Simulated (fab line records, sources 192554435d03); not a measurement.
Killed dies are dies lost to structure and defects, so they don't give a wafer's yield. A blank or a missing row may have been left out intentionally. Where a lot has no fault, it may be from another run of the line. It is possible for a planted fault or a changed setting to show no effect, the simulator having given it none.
Problem report, 8D (eight disciplines) form, completed by code ; flow n5Finfet ; the parts of the form that need people (team, actions taken, sign-off) are left out

1. WHAT WENT WRONG
h2FlowSccm at N5_HKMG_FIN_ETCH_32 reads a mean of 179.0 sccm on 2 wafers of 2 lots; wafers without a fault read 200.0 sccm with a standard deviation of 0.62. Measured from the usual mean, that is -34 standard deviations.
The step: etches SOC in N2/H2, target depth 240 nm, time 300 s.
First seen on wafer L800.1, day 8 02:48, on rieDiel-06. At this step, 26 wafers from 9 lots have a number in the record. The rule behind "out" and "out of limits": a value lying over 4 standard deviations away from the usual mean. Any other wafer with a number is counted as sound.

2. WHAT IT IS, WHAT IT ISN'T
question;is;is not
which readings at this step;h2FlowSccm;drypumpMotorCurrentA, n2FlowSccm, oesProductAu, rfVppV, showerheadPlenumPTorr
which lots;L800, L801;L785, L790, L791, L792, L796, L797, L802
which wafers of those lots;L800.1, L801.5;L800.4, L800.5, L801.1, L801.4
read on which tools;rieDiel-06;rieDiel-01, rieDiel-02
when;from day 8 02:48;"up to then (20 sound wafers); but 4 sound wafers of L801, L802 came after"

3. WHAT RULES OUT EACH SUSPECT
Counting: a tool at a process step up to the reading stays a suspect if it ran every lot that is out. Sound lots after the first of them don't rule it out here, since some wafers of a struck lot are sound.
- rieDiel-06 at N5_HKMG_FIN_ETCH_31 (etches SiARC in CF4, target depth 45.5 nm, time 75.8 s): kept. It ran every lot that is out, first L800 (day 8 02:44); its last sound lot up to then is L796 (day 7 08:23).
- rieDiel-06 at N5_HKMG_FIN_ETCH_32 (etches SOC in N2/H2, target depth 240 nm, time 300 s): kept. It ran every lot that is out, first L800 (day 8 02:48); its last sound lot up to then is L796 (day 7 08:27). Out on those wafers are its own readings of h2FlowSccm.
- Within rieDiel-06 at N5_HKMG_FIN_ETCH_31: the wafers that are out ran in chamber 2; their sound lot-mates ran in chambers 0, 1, 3.
- Within rieDiel-06 at N5_HKMG_FIN_ETCH_32: the wafers that are out ran in chamber 2; their sound lot-mates ran in chambers 0, 1, 3.
After counting, rieDiel-06 at N5_HKMG_FIN_ETCH_31 and rieDiel-06 at N5_HKMG_FIN_ETCH_32 remain.

4. THE CAUSE (what the simulator had put in)
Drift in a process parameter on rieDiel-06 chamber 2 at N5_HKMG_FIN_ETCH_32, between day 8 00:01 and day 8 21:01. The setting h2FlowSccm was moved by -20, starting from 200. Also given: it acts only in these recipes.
Counting leaves 2 suspects; this tool is one of them.

5. THE EFFECT CHAIN, in route order
Rows list readings where the struck wafers' mean (over those with a number) sits beyond 3 standard deviations from the usual. Only readings whose record carries a usual standard deviation are examined. hours: median over the lots of the time between each lot's start at the first step of this table that gives one and its start at this step. sigmas: the change, counted in usual standard deviations.
hours;step;reading;usual;on struck wafers;change;sigmas
0;N5_HKMG_FIN_ETCH_32;h2FlowSccm;200.0 sccm;179.0;-21.0;-34
Here are the process steps it includes:
- N5_HKMG_FIN_ETCH_32: etches SOC in N2/H2, target depth 240 nm, time 300 s.
At these later measuring or inspecting steps, every struck wafer for which the step has a row has a number for every such reading, and none has moved that far: N5_BEOL_M4_RC_MEAS_101.

6. HOW IT WOULD HAVE BEEN CAUGHT EARLIER
The fault began at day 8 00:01; the first out-of-limits reading in this record came at day 8 02:48, 3 hours later.
